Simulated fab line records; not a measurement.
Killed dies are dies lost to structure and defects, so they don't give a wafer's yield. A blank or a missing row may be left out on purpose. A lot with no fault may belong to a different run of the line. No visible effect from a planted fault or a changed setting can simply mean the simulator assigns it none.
Which of the tools did it? :: flow n5 finfet :: 33 wafers sampled from 11 lots at 1 step of a route of 1938

WHAT THE GAUGES SHOWED, per wafer
N5_BEOL_M15_CD_MEAS_17: the cd target is 360 nm. Usual: cd nm 359.4 nm, standard deviation 2.2.
lot: L669
measured: day 10 22:54
on: cd sem-02
cd nm (nm): 363.0 363.1 359.6
flag: 

lot: L670
measured: day 11 04:42
on: cd sem-03
cd nm (nm): 358.3 360.5 358.8
flag: 

lot: L672
measured: day 11 13:46
on: cd sem-02
cd nm (nm): 363.4 359.5 357.3
flag: 

lot: L676
measured: day 12 08:08
on: cd sem-02
cd nm (nm): 360.9 358.5 362.4
flag: 

lot: L677
measured: day 12 11:46
on: cd sem-01
cd nm (nm): 356.5 356.5 357.7
flag: 

lot: L681
measured: day 15 20:05
on: cd sem-01
cd nm (nm): 359.3 359.3 362.8
flag: 

lot: L687
measured: day 16 14:42
on: cd sem-01
cd nm (nm): 358.1 359.1 359.8
flag: 

lot: L685
measured: day 17 14:41
on: cd sem-02
cd nm (nm): 360.0 362.0 363.8
flag: 

lot: L684
measured: day 17 14:58
on: cd sem-01
cd nm (nm): 360.6 362.2 360.2
flag: 

lot: L680
measured: day 18 11:22
on: cd sem-02
cd nm (nm): 357.7 358.4 358.1
flag: 

lot: L690
measured: day 18 15:19
on: cd sem-01
cd nm (nm): 359.3 356.3 358.3
flag: 

WHICH TOOL RAN EACH LOT (tool, then ch and the chambers of the sampled wafers, then the start)
There is no process step in the record ahead of these readings.

WHAT THE TOOLS THEMSELVES READ (means of the sampled wafers that have a number; where no wafer has one, the mark that the record gives instead)
The record holds no such reading with a usual standard deviation.

THE ANSWER, worked out from the rows above alone
Rule: a lot is off if the mean of its wafers that have a number lies more than 3 standard deviations from the usual mean. Also off: a lot with no number at a reading for which 4 or more lots have one. Any other lot the step has rows for is counted as sound. The gauges are gone through in route order, then the tools' own readings, and for those a lot's mean is taken as printed above. At the first step where some lot is off, the reading lying furthest off is the one used; lots without a number count as furthest.
Across all readings shown, no lot is off: no conclusion can be drawn from this.

WHAT THE SIMULATOR HAD PUT IN
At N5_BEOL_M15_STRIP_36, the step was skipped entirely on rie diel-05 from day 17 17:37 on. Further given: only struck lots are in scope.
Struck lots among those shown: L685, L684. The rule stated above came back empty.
